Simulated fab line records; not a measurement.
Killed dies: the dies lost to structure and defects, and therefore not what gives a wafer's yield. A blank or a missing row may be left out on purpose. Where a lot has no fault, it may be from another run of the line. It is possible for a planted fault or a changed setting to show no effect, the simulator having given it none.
fab line records	flow n5-finfet
[record] lots = 7	wafers = 21
route steps=1938 shown PASSIVATION@1931
start-h: start of the lot's first displayed wafer, in hours after the record's first day	wait-h: hours elapsed since this lot's preceding step	" as in the row above	L1.1+2: a row that stands for several wafers	- no value, or no start given	* or withheld: withheld	< > ~ a bound
route shown NAME@n: names a module that has steps shown in the file, with the first one's number in the route	usual: average and standard deviation across the fault-free wafers	same: alike in all rows	chamber/n: place in a boat	sites: per-site readings	_std_site: the standard deviation of these	_edge_site: outer sites' mean less inner sites'	radius-mm: for every site, how far away it sits from the centre of the wafer	mask NAME#n: copy n	behind: tool/chamber where the wafer was last shaped	hold: why the lot went on hold/how many hours it stayed there/how the hold came to an end	device: which transistor (n, p or np) failed to switch	end of line: tests of these same wafers at the route's end	a step given without rows: its recipe and nothing more	killed: count of dies lost to structure and defects at first sort (not the wafer's yield)	map: shows each die of a wafer: x if killed, . if not, _ if none is there
set.NAME: the setting as run; set.NAME@STEP: as run at that earlier step	model.NAME: the simulator's own value behind a step, which no gauge read
lots whose settings were changed on purpose; a table a step, a row a wafer
[[steps]]
[step N5_PASSIVATION_STRIP_48]
[recipe] chemistry = O2	power-w = 600	temp-c = 60	pressure-mtorr = 30	rf-frequency-hz = 6e+07	bias-power-w = 0	overash-fraction = 0.5	o2-flow-sccm = 225
lot.wafer	tool	chamber	start-h	wait-h	set.temp-c
L078.1+2	rie-diel-02	0,1	297.01	0.1	60
L078.3	"	2	"	"	62.56
L081.2+4+5	rie-diel-04	2,1,0	317.64	0.1	60
L082.1+6	rie-diel-01	2	341.61	0.1	60
L082.5	"	1	"	"	63.73
L088.1	rie-diel-01	0	378.38	0.1	61.13
L088.4+6	"	2,0	"	"	60
L087.1+4	rie-diel-02	0,2	386.75	0.1	60
L087.3	"	3	"	"	63.23
L090.2	rie-diel-02	0	391.66	0.1	60
L090.4+5	"	2,1	"	"	56.9
L097.1+5+6	rie-diel-04	1,3,0	439.88	0.1	60
[step N5_PASSIVATION_STRIP_52]
[recipe] chemistry = post-etch-residue-remover	time-s = 1200	temp-c = 72.5
[step N5_PASSIVATION_CLEAN_71]
[recipe] chemistry = IPA	time-s = 180	temp-c = 25
[step N5_PASSIVATION_SRD_72]
[recipe] dry = ipa-marangoni	time-s = 30	temp-c = 23	rinse-liquid = diw
[step N5_PASSIVATION_ANNEAL_56]
[recipe] temp-c = 400	time-s = 1800	ambient = FGA	idle-temp-c = 300	ramp-up-c-per-min = 5	ramp-down-c-per-min = 3
[step N5_PASSIVATION_PROBE_49]
[usual] killed_at_M0_to_M3 = 34/11	killed_at_M4_up = 14/5.6	killed-at-contacts = 13/5.9	killed-at-front-end = 40/11	killed-at-other = 4/3.1	killed-dies = 105/16	killed-open = 68/11	killed-short = 34/8.4
[same] gross-dies = 1180	killed-at-back-side = 0
lot.wafer	tool	chamber	start-h	wait-h	set.temp-c@PASSIVATION_STRIP_48	killed_at_M0_to_M3	killed_at_M4_up	killed-at-contacts	killed-at-front-end	killed-at-other	killed-dies	killed-open	killed-short
L078.1	prober-02	-	299.52	0.0	60	14	23	26	27	0	90	62	26
L078.2	prober-02	-	299.57	0.1	60	25	10	20	50	0	105	56	30
L078.3	prober-02	-	299.62	0.1	62.56	25	3	12	30	3	73	49	24
L081.2	prober-02	-	320.22	0.1	60	45	13	20	32	1	111	75	32
L081.4	prober-02	-	320.32	0.2	60	166	12	10	33	1	222	71	34
L081.5	prober-02	-	320.37	0.2	60	41	17	16	39	5	118	88	28
L082.1	prober-02	-	344.63	0.5	60	1093	23	11	19	2	1148	69	18
L082.5	prober-02	-	344.83	0.7	63.73	60	16	14	16	1	107	66	38
L082.6	prober-02	-	344.88	0.8	60	1076	20	16	27	4	1143	77	27
L088.1	prober-02	-	380.88	0.0	61.13	41	10	14	32	13	110	66	40
L088.4	prober-02	-	381.03	0.2	60	36	14	8	1113	6	1177	61	43
L088.6	prober-02	-	381.13	0.3	60	1006	10	12	39	7	1074	71	37
L087.1	prober-01	-	389.25	0.0	60	169	16	17	35	5	242	79	34
L087.3	prober-01	-	389.35	0.1	63.23	33	18	18	54	1	124	81	38
L087.4	prober-01	-	389.40	0.2	60	39	15	12	29	6	101	69	32
L090.2	prober-02	-	394.20	0.1	60	58	11	20	137	4	230	77	30
L090.4	prober-02	-	394.30	0.2	56.9	24	12	6	51	10	103	68	25
L090.5	prober-02	-	394.35	0.2	56.9	24	8	22	39	0	93	68	21
L097.1	prober-02	-	442.80	0.0	60	22	32	15	61	0	130	81	44
L097.5	prober-02	-	443.00	0.2	60	20	25	9	45	1	100	70	29
L097.6	prober-02	-	443.05	0.3	60	17	27	9	80	6	139	86	53
// killed by level:class
L078.1 MOL_CONTACT_COAG:geometric-particle:open=19 FIN_SAQP:geometric-particle:open=9 BEOL_M4:geometric-particle:open=9 FIN_SAQP:geometric-particle:short=7 MOL_CONTACT_COAG:geometric-particle:short=7 DUMMY_GATE:geometric-particle:open=4 BEOL_M8:geometric-particle:open=4 STI_FIN_REVEAL:geometric-particle:open=3
L078.2 HKMG_FIN:area-etch=18 MOL_CONTACT_COAG:geometric-particle:open=14 GATE_CUT:geometric-particle:short=6 MOL_CONTACT_COAG:geometric-particle:short=6 BEOL_M0_SAQP:geometric-particle:short=6 BEOL_M0:geometric-particle:open=6 FIN_SAQP:geometric-particle:short=5 FIN_SAQP:geometric-particle:open=5
L078.3 FIN_SAQP:geometric-particle:open=10 MOL_CONTACT_COAG:geometric-particle:open=8 BEOL_M3:geometric-particle:open=7 BEOL_M1:geometric-particle:open=5 FIN_SAQP:geometric-particle:short=4 MOL_CONTACT_COAG:geometric-particle:short=4 BEOL_M0:geometric-particle:short=3 BEOL_M0:geometric-particle:open=3
L081.2 MOL_CONTACT_COAG:geometric-particle:open=17 BEOL_M3:geometric-particle:open=12 BEOL_M0_SAQP:geometric-particle:short=10 BEOL_M0_SAQP:geometric-particle:open=8 BEOL_M4:geometric-particle:open=8 FIN_SAQP:geometric-particle:short=7 BEOL_M2:geometric-particle:open=7 DUMMY_GATE:geometric-particle:open=5
L081.4 BEOL_M2:area-expose=109 BEOL_M2:geometric-particle:open=20 FIN_SAQP:geometric-particle:open=8 FIN_SAQP:geometric-particle:short=7 MOL_CONTACT_COAG:geometric-particle:open=7 BEOL_M2:geometric-particle:short=7 BEOL_M4:geometric-particle:open=7 BEOL_M0_SAQP:geometric-particle:short=6
L081.5 MOL_CONTACT_COAG:geometric-particle:open=12 STI_FIN_REVEAL:geometric-particle:open=11 BEOL_M2:geometric-particle:open=9 FIN_SAQP:geometric-particle:open=8 BEOL_M3:geometric-particle:open=8 BEOL_M4:geometric-particle:open=7 BEOL_M0:geometric-particle:open=7 BEOL_M0_SAQP:geometric-particle:short=5
L082.1 BEOL_M2:area-expose=1057 BEOL_M4:geometric-particle:open=14 BEOL_M0_SAQP:geometric-particle:open=11 MOL_CONTACT_COAG:geometric-particle:open=9 BEOL_M2:geometric-particle:open=6 BEOL_M0:geometric-particle:open=5 BEOL_M1:geometric-particle:open=5 FIN_SAQP:geometric-particle:open=4
L082.5 BEOL_M0_SAQP:geometric-particle:open=23 BEOL_M0_SAQP:geometric-particle:short=22 MOL_CONTACT_COAG:geometric-particle:open=11 BEOL_M2:geometric-particle:open=6 BEOL_M3:geometric-particle:open=5 BEOL_M5:geometric-particle:open=4 FIN_SAQP:geometric-particle:short=3 GATE_CUT:geometric-particle:open=3
L082.6 BEOL_M2:area-expose=1034 MOL_CONTACT_COAG:geometric-particle:open=14 BEOL_M0_SAQP:geometric-particle:open=11 BEOL_M0_SAQP:geometric-particle:short=10 BEOL_M2:geometric-particle:open=8 STARTING-WAFER:geometric-particle:open=6 BEOL_M1:geometric-particle:open=6 STI_FIN_REVEAL:geometric-particle:open=5
L088.1 BEOL_M2:geometric-particle:open=13 BEOL_M0_SAQP:geometric-particle:short=11 MOL_CONTACT_COAG:geometric-particle:open=10 FIN_SAQP:geometric-particle:short=7 FIN_SAQP:geometric-particle:open=6 BEOL_M0_SAQP:geometric-particle:open=5 STI_FIN_REVEAL:geometric-particle:open=4 MOL_CONTACT_COAG:geometric-particle:short=4
L088.4 FIN_CUT:area-etch=1072 BEOL_M0_SAQP:geometric-particle:short=10 BEOL_M1:geometric-particle:open=10 FIN_SAQP:geometric-particle:short=9 STI_FIN_REVEAL:geometric-particle:open=8 MOL_CONTACT_COAG:geometric-particle:open=6 DUMMY_GATE:geometric-particle:open=5 BEOL_M0_SAQP:geometric-particle:open=5
L088.6 BEOL_M2:area-expose=964 MOL_CONTACT_COAG:geometric-particle:open=12 BEOL_M0_SAQP:geometric-particle:short=11 FIN_SAQP:geometric-particle:open=10 BEOL_M2:geometric-particle:open=10 BEOL_M0_SAQP:geometric-particle:open=9 BEOL_M1:geometric-particle:open=9 STI_FIN_REVEAL:geometric-particle:open=6
L087.1 BEOL_M2:area-expose=128 MOL_CONTACT_COAG:geometric-particle:open=15 BEOL_M0_SAQP:geometric-particle:open=14 BEOL_M1:geometric-particle:open=9 FIN_SAQP:geometric-particle:short=8 BEOL_M4:geometric-particle:open=8 BEOL_M0_SAQP:geometric-particle:short=7 DUMMY_GATE:geometric-particle:open=5
L087.3 MOL_CONTACT_COAG:geometric-particle:open=15 BEOL_M1:geometric-particle:open=12 STI_FIN_REVEAL:geometric-particle:open=11 FIN_SAQP:geometric-particle:short=8 DUMMY_GATE:geometric-particle:open=8 BEOL_M0_SAQP:geometric-particle:open=5 BEOL_M4:geometric-particle:open=5 BEOL_M2:geometric-particle:open=5
L087.4 MOL_CONTACT_COAG:geometric-particle:open=12 BEOL_M0_SAQP:geometric-particle:short=10 DUMMY_GATE:geometric-particle:open=8 BEOL_M0_SAQP:geometric-particle:open=8 BEOL_M0:geometric-particle:open=6 BEOL_M4:geometric-particle:open=6 FIN_SAQP:geometric-particle:short=5 BEOL_M1:geometric-particle:open=4
L090.2 FIN_CUT:area-etch=99 BEOL_M2:area-expose=24 MOL_CONTACT_COAG:geometric-particle:open=18 STI_FIN_REVEAL:geometric-particle:open=11 BEOL_M3:geometric-particle:open=9 FIN_SAQP:geometric-particle:open=7 BEOL_M1:geometric-particle:open=7 FIN_SAQP:geometric-particle:short=6
L090.4 STI_FIN_REVEAL:geometric-particle:open=12 FIN_SAQP:geometric-particle:open=11 PASSIVATION:area-etch=9 FIN_SAQP:geometric-particle:short=6 MOL_CONTACT_COAG:geometric-particle:open=6 BEOL_M1:geometric-particle:open=6 ILD0:geometric-particle:open=5 BEOL_M3:geometric-particle:open=4
L090.5 MOL_CONTACT_COAG:geometric-particle:open=21 BEOL_M1:geometric-particle:open=8 STI_FIN_REVEAL:geometric-particle:open=6 DUMMY_GATE:geometric-particle:open=6 FIN_SAQP:geometric-particle:open=5 GATE_CUT:geometric-particle:short=5 BEOL_M3:geometric-particle:open=4 STARTING-WAFER:geometric-particle:short=4
L097.1 FIN_SAQP:geometric-particle:open=20 FIN_SAQP:geometric-particle:short=19 MOL_CONTACT_COAG:geometric-particle:open=12 BEOL_M4:geometric-particle:open=10 BEOL_M5:geometric-particle:open=9 STI_FIN_REVEAL:geometric-particle:open=8 BEOL_M1:geometric-particle:open=6 BEOL_M3:geometric-particle:open=6
L097.5 FIN_SAQP:geometric-particle:open=14 BEOL_M4:geometric-particle:open=14 FIN_SAQP:geometric-particle:short=12 BEOL_M3:geometric-particle:open=9 MOL_CONTACT_COAG:geometric-particle:open=8 STI_FIN_REVEAL:geometric-particle:open=6 DUMMY_GATE:geometric-particle:open=4 BEOL_M5:geometric-particle:open=4
L097.6 FIN_SAQP:geometric-particle:open=19 STI_FIN_REVEAL:geometric-particle:open=19 FIN_SAQP:geometric-particle:short=17 BEOL_M4:geometric-particle:open=15 BEOL_M4:geometric-particle:short=8 MOL_CONTACT_COAG:geometric-particle:open=7 GATE_CUT:geometric-particle:short=7 STI_FIN_REVEAL:geometric-particle:short=5
[[key]]
[split] step = N5_PASSIVATION_STRIP_48	setting = temp-c	stated = 60	by = wafer
[response] step = N5_PASSIVATION_PROBE_49	reading = killed-dies	shape = bent	at-lowest = 98	at-stated = 409	at-highest = 107
